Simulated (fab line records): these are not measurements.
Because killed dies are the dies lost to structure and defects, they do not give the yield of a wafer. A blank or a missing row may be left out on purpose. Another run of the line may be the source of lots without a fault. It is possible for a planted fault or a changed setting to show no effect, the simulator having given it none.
Which tool is to blame? | flow n5Finfet | 28 wafers from 10 lots sampled at 2 of the route's 1938 steps

== WHAT THE GAUGES SHOWED, per wafer ==
N5_BEOL_M15_OVL_MEAS_29.
lot  | measured     | on         | M15_OVL (nm)
L934 | day 10 13:47 | overlay-02 | -2 9 4
L937 | day 11 12:18 | overlay-01 | -1 -1 3
L941 | day 12 16:20 | overlay-02 | -4 8 1
L940 | day 12 16:34 | overlay-02 | 2 -2 -1
L942 | day 13 11:15 | overlay-01 | 2 -3 -6
L948 | day 15 00:45 | overlay-01 | -3 -1 -4
L950 | day 15 07:45 | overlay-01 | 2 4 -7
L952 | day 15 21:47 | overlay-02 | -15 -2
L954 | day 16 01:30 | overlay-01 | 3 2 6
L955 | day 16 21:48 | overlay-02 | -4 -1

== WHAT TOOL EACH LOT RAN ON (gives the tool, then ch and the chambers of the sampled wafers, and finally the start) ==
lot  | N5_BEOL_M15_ETCH_57
L934 | rieDiel-04 ch 0,1,2, day 10 12:52
L937 | rieDiel-05 ch 1,3, day 11 11:23
L941 | rieDiel-03 ch 0,1,3, day 12 15:32
L940 | rieDiel-04 ch 1,2, day 12 15:46
L942 | rieDiel-03 ch 0,1, day 13 10:19
L948 | rieDiel-05 ch 0,1,2, day 14 23:56
L950 | rieDiel-05 ch 1,2,3, day 15 06:49
L952 | rieDiel-04 ch 0,1, day 15 20:59
L954 | rieDiel-03 ch 1,3, day 16 00:34
L955 | rieDiel-05 ch 1,2, day 16 20:52
- N5_BEOL_M15_ETCH_57: etches SOC in N2/H2, time 750 s.

== THE ANSWER, worked out from the rows above alone ==
Rule: what is usual is taken from the lots themselves. The widest of any qualifying gaps counts: lots, ordered by their means at a reading, are off when they make up no more than a third of the lots, leave a main group of 4 or more, and stand apart from it by 3 or more times the standard deviation of that group's means. A main group whose means are all the same, to the digits that the tables above print for the reading, isn't used. A lot without any number at a reading at which 4 lots or more have one is off too. Any other lot the step has rows for is counted as sound.
None of the lots is off at any reading shown; this tells nothing.

== WHAT THE SIMULATOR HAD INSERTED ==
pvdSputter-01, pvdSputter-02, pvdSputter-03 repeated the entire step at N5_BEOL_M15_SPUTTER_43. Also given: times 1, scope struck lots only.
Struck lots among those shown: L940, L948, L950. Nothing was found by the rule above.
